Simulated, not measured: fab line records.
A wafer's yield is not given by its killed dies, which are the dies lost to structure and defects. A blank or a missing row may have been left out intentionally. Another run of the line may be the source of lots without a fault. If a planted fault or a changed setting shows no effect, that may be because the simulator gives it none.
Comparing a struck lot with a sound one | flow n5-finfet | 36 steps out of a route of 1938
Sound: wafers L936.1, L936.2, L936.4. The struck wafers were L954.1, L954.3, L954.5. The cause comes at the end.
Order at every step that has rows: each side's tool, ch and its chambers, its first start. Under that, the readings that differ: sound wafers | struck wafers | difference of the means | sigmas: that difference in standard deviations of wafers without a fault.
alike: readings with means less than 2 such deviations apart, plus words and numbers identical on both sides. not compared: withheld readings, readings lacking a value on some wafer, bounds such as >300 that could conceal the same value, and numbers that have no deviation in the record and whose values overlap.
The two part at a step that has a row with sigmas, a row that says differs or no value, or rows on one side only. Numbers that don't overlap but have no deviation are shown without sigmas and don't part them. A reading that every wafer of one side lacks parts them only if that side has two wafers or more.

first, 7 steps without rows for these wafers: N5_BEOL_M4_PRE_CLEAN_60 (time 15 s); N5_BEOL_M4_CO_CAP_55 (material Co, precursor CCTBA/H2, target thk 2 nm, time 102.1 s); N5_BEOL_M4_PRE_CLEAN_56 (time 15 s); N5_BEOL_M4_DEP_57 (deposits SiCN from 3MS/NH3, target thk 8 nm, time 14 s); N5_BEOL_M5_ILD_DEP_00 (deposits SiCOH lowk from DEMS/porogen, target thk 140.64 nm, time 25.9 s); N5_BEOL_M5_CURE_79 (cures SiCOH lowk, time 240 s); N5_BEOL_M5_PECVD_70 (deposits SiO2 from TEOS/O2, target thk 16 nm, time 18 s).
N5_BEOL_M5_HM_DEP_02: deposits TiN, target thk 20 nm.
  sound on pvd-sputter-03, day 7 19:17; struck on pvd-sputter-03, day 13 04:58
  alike: throttle-valve-pct
then, 9 steps without rows for these wafers: N5_BEOL_M5_COAT_59 (time 60 s, resist thk 60 nm); N5_BEOL_M5_COAT_60 (time 60 s, resist thk 12 nm); N5_BEOL_M5_COAT_71 (time 60 s, resist thk 5 nm); N5_BEOL_M5_COAT_05 (resist thk 30 nm); N5_BEOL_M5_EBR_07; N5_BEOL_M5_SOFTBAKE_06 (time 60 s); N5_BEOL_M5_EXPOSE_08 (exposes mask M5, target cd 28 nm); N5_BEOL_M5_PEB_09 (peb time 60 s); N5_BEOL_M5_DEVELOP_10 (develop time 30 s).
N5_BEOL_M5_INSPECT_13: inspects for defects (brightfield).
  sound on defect-inspect-01, day 7 19:54; struck on defect-inspect-02, day 13 05:27
  reading          | sound       | struck      | difference | sigmas
  raw-defect-count | 508 322 341 | 764 702 727 | +341       | +3
then, 16 steps without rows for these wafers: N5_BEOL_M5_DESCUM_16 (chemistry O2, time 7 s); N5_BEOL_M5_ETCH_72 (etches underlayer in N2/H2, target depth 6.5 nm, time 5.2 s); N5_BEOL_M5_ETCH_61 (etches SiARC in CF4, target depth 15.6 nm, time 26 s); N5_BEOL_M5_ETCH_62 (etches SOC in N2/H2, target depth 75 nm, overetch 15 nm, time 112.5 s); N5_BEOL_M5_STRIP_63 (strips in N2/H2); N5_BEOL_M5_STRIP_73 (strips in N2/H2); N5_BEOL_M5_STRIP_64 (strips in CF4); N5_BEOL_M5_HM_OPEN_17 (chemistry Cl2/BCl3, target TiN, target depth 20 nm, overetch 6 nm); N5_BEOL_M5_STRIP_19 (strips in O2); N5_BEOL_M5_COAT_65 (time 60 s, resist thk 60 nm); N5_BEOL_M5_COAT_66 (time 60 s, resist thk 12 nm); N5_BEOL_M5_COAT_74 (time 60 s, resist thk 5 nm); N5_BEOL_M5_COAT_22 (resist thk 30 nm); N5_BEOL_M5_EBR_24; N5_BEOL_M5_SOFTBAKE_23 (time 60 s); N5_BEOL_M5_EXPOSE_25 (exposes mask V4, defocus 10 nm).
N5_BEOL_M5_INSPECT_30: inspects for defects (brightfield).
  sound on defect-inspect-02, day 7 23:20; struck on defect-inspect-02, day 13 07:42
  reading          | sound       | struck      | difference | sigmas
  raw-defect-count | 454 283 320 | 748 700 707 | +366       | +4
-- record jumps: 4 days separate the struck wafers' starts on either side; left off in module BEOL_M5, taken up again in module PASSIVATION, whose first shown step is the route's number 1936 --
N5_PASSIVATION_PROBE_49:
  sound on prober-02, day 11 22:41; struck on prober-01, day 17 09:20
  reading                  | sound          | struck         | difference | sigmas
  defect-limited-yield (%) | 93.7 93.3 93.9 | 83.0 84.8 83.6 | -9.8       | -6
  killed_at_M4_up          | 13 14 11       | 105 116 110    | +98        | +19
  killed-dies              | 74 79 72       | 201 179 193    | +116       | +6
  sort_bin_5_function (%)  | 4.2 4.5 3.9    | 11.8 8.7 10.7  | +6.2       | +6
  sort_bin_6_memory (%)    | 1.9 1.9 2.0    | 3.5 4.3 4.2    | +2.1       | +3
  sort-n-pass              | 1106 1101 1108 | 979 1001 987   | -116       | -6
  sort-yield-pct (%)       | 93.7 93.3 93.9 | 83.0 84.8 83.6 | -9.8       | -6
  alike: killed_at_M0_to_M3, killed-at-contacts, killed-at-front-end, killed-at-other, killed-open, killed-short

WHERE THEY PART
Earliest at N5_BEOL_M5_INSPECT_13; latest, in this record, at N5_PASSIVATION_PROBE_49.

WHY: what the simulator had put in
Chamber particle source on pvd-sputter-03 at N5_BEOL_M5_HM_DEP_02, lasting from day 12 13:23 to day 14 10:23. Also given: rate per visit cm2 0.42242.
